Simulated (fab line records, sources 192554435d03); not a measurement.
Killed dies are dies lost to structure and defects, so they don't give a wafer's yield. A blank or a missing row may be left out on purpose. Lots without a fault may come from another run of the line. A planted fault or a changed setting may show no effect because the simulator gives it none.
Problem report in the 8D (eight disciplines) form, filled by code | flow n5_finfet | the parts of the form that need people (team, actions taken, sign-off) are left out

1. THE PROBLEM
spin_speed_rpm at N5_BEOL_M5_COAT_22 reads a mean of 1415.3 rpm on 6 wafers of 2 lots; wafers without a fault read 1500.0 rpm with a standard deviation of 1.1. That is -77 standard deviations from the usual mean.
The step: resist thk 30 nm.
First seen on wafer L644.2, day 12 09:17, on litho_track-05. The record holds 18 wafers of 6 lots with a number at this step. Rule for "out", or "out of limits": more than 4 standard deviations from the usual mean. The other wafers with a number count as sound.

2. WHAT IT IS AND WHAT IT IS NOT
question                    | is                     | is not
which readings at this step | spin_speed_rpm         | resist_line_temp_C
which lots                  | L644, L651             | L639, L642, L654, L662
which wafers of those lots  | all that have a number | -
read on which tools         | litho_track-05         | litho_track-02
when                        | from day 12 09:17      | up to then (6 sound wafers); but 6 sound wafers of L654, L662 came after

3. SUSPECTS, AND WHAT RULES EACH OUT
Counting: a tool at a process step up to the reading stays a suspect if it ran every lot that is out and no sound lot after the first of them.
- rie_metal-01 at N5_BEOL_M5_HM_OPEN_17 (chemistry Cl2/BCl3, target TiN, target depth 20 nm, overetch 6 nm): ruled out as a lasting fault. Sound lots L654 ran on it after its first lot that is out, L644 (day 12 06:27).
- litho_track-05 at N5_BEOL_M5_COAT_22 (resist thk 30 nm): ruled out as a lasting fault. Sound lots L662 ran on it after its first lot that is out, L644 (day 12 09:17).
Left after counting: nothing in the record.

4. THE CAUSE (what the simulator had put in)
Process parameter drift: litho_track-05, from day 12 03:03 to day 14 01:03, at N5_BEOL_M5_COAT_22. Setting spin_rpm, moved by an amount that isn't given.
Counting ruled it out, wrongly.

5. THE CHAIN OF EFFECTS, in route order
Each row: a reading whose mean over the struck wafers that have a number lies more than 3 standard deviations from the usual. Only readings for which the record gives a usual standard deviation are gone through. hours: the time from each lot's start at the first step in this table that gives one to its start at this step, as a median over the lots. sigmas: the change in usual standard deviations.
hours | step               | reading        | usual      | on struck wafers | change | sigmas
0     | N5_BEOL_M5_COAT_22 | spin_speed_rpm | 1500.0 rpm | 1415.3           | -84.7  | -77
The process steps in it:
- N5_BEOL_M5_COAT_22: resist thk 30 nm.
Later measuring or inspecting steps at which every struck wafer that the step has a row for has a number for every such reading, and none has moved that far: N5_BEOL_M5_CD_MEAS_28, N5_BEOL_M5_OVL_MEAS_29, N5_BEOL_M5_INSPECT_30.

6. WHAT WOULD HAVE CAUGHT IT SOONER
In this record the first reading out of limits was taken at day 12 09:17, 6 hours after the fault began at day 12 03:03.
